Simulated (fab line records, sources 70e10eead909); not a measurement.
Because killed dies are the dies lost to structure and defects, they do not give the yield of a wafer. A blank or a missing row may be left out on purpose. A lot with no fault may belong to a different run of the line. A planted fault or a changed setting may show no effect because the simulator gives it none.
Code-filled problem report in 8D (eight disciplines) form / flow nand-harc / the parts of the form that need people (team, actions taken, sign-off) are left out

== 1. THE ISSUE ==
heater-power-total-W at NHARC_A_BLC_SOFTBAKE_05 reads a mean of 219.28 W on 3 wafers of 3 lots; wafers without a fault read 188.45 W with a standard deviation of 0.13. So: +99 or more standard deviations from the usual mean.
The step: time 55 s.
First seen on wafer L806.5, day 30 18:00, on litho-track-01. At this step, 33 wafers from 12 lots have a number in the record. By rule, "out" or "out of limits" means more than 4 standard deviations away from the usual mean. The other wafers with a number count as sound.

== 2. WHAT THIS IS AND IS NOT ==
question=which readings at this step | is=heater-power-total-W | is not=chill-plate-temp-C
question=which lots | is=L806, L808, L809 | is not=L787, L788, L790, L792, L793, L795, L798, L800, L801
question=which wafers of those lots | is=L806.5, L808.1, L809.1 | is not=L806.6, L808.6, L809.6
question=read on which tools | is=litho-track-01 | is not=litho-track-04, litho-track-06
question=when | is=from day 30 18:00 | is not=up to then (28 sound wafers); but 2 sound wafers of L808, L809 came after

== 3. THE SUSPECTS, EACH WITH WHAT RULES IT OUT ==
Counting: if a tool at a process step up to the reading ran every lot that is out, it stays a suspect. Sound lots after the first of them don't rule it out here, since some wafers of a struck lot are sound.
- litho-track-01 at NHARC_A_BLC_SOFTBAKE_05 (time 55 s): kept. Ran every lot that is out, first one L806 (day 30 18:00); last sound lot up to then L801 (day 28 07:00). On those wafers its own readings are out: heater-power-total-W.
After counting, what remains is litho-track-01 at NHARC_A_BLC_SOFTBAKE_05.

== 4. THE CAUSE (what the simulator had put in) ==
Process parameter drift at NHARC_A_BLC_SOFTBAKE_05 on litho-track-01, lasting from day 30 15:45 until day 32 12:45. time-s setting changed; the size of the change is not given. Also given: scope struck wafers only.
This tool alone remained once counting was done.

== 5. SEQUENCE OF EFFECTS, ordered by route ==
Each row: a reading whose mean over the struck wafers that have a number lies more than 3 standard deviations from the usual. Only readings for which the record gives a usual standard deviation are gone through. hours: the time from each lot's start at the first step in this table that gives one to its start at this step, as a median over the lots. sigmas: the change in usual standard deviations.
hours=0; step=NHARC_A_BLC_SOFTBAKE_05; reading=heater-power-total-W; usual=188.45 W; on struck wafers=219.28; change=+30.83; sigmas=+99 or more
Here are the process steps it includes:
- NHARC_A_BLC_SOFTBAKE_05: time 55 s.

== 6. WHAT WOULD HAVE CAUGHT IT SOONER ==
In this record the first reading out of limits was taken at day 30 18:00, 2 hours after the fault began at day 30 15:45.
